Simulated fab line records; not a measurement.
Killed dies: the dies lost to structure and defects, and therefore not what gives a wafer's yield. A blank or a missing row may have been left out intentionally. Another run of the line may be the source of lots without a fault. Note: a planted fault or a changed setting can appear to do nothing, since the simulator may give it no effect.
Chamber matching + flow n5 finfet + N5_BEOL_M1_ETCH_74 on rie diel-01: 4 sister chambers
The step etches underlayer in N2/H2, target depth 6.5 nm, time 5.2 s. 4 wafers are shown with their chamber, then 7 later ones without.

## EACH WAFER AND ITS CHAMBER
| wafer  | chamber | drypump motor current A (A) |
|--------|---------|-----------------------------|
| L086.3 | 2       | 5.7                         |
| L086.4 | 0       | 6.5                         |
| L088.1 | 3       | 5.3                         |
| L088.4 | 1       | 5.8                         |

## WAFERS WITHOUT THEIR CHAMBER
| wafer  | drypump motor current A (A) |
|--------|-----------------------------|
| L088.6 | 6.4                         |
| L095.2 | 5.4                         |
| L095.3 | 6.4                         |
| L095.4 | 5.7                         |
| L092.4 | 5.8                         |
| L092.5 | 6.5                         |
| L092.6 | 5.8                         |

## EACH ONE'S CHAMBER
| wafer  | from the rows above     | in truth |
|--------|-------------------------|----------|
| L088.6 | 0                       | 0        |
| L095.2 | 3                       | 3        |
| L095.3 | 0                       | 0        |
| L095.4 | can't be placed: 2 or 1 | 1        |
| L092.4 | can't be placed: 1 or 2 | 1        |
| L092.5 | 0                       | 0        |
| L092.6 | can't be placed: 1 or 2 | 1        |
4 of 7 placed correctly. Not placeable from these rows: 3 (in 3, the candidates include the true chamber). Number placed wrongly: 0.
How it was worked out, from the rows above alone: a wafer's distance from a chamber is the root of the sum, over the readings, of the square of ((its reading less the chamber's mean) divided by the reading's scatter). If the next closest chamber is less than 2 further off than the closest, the wafer can't be placed; otherwise it belongs to the closest. Each chamber's mean is taken over the wafers shown for it. The scatter: with one shown wafer a chamber, the root of the mean of the squares of how far each hidden wafer lies from its nearest shown one.
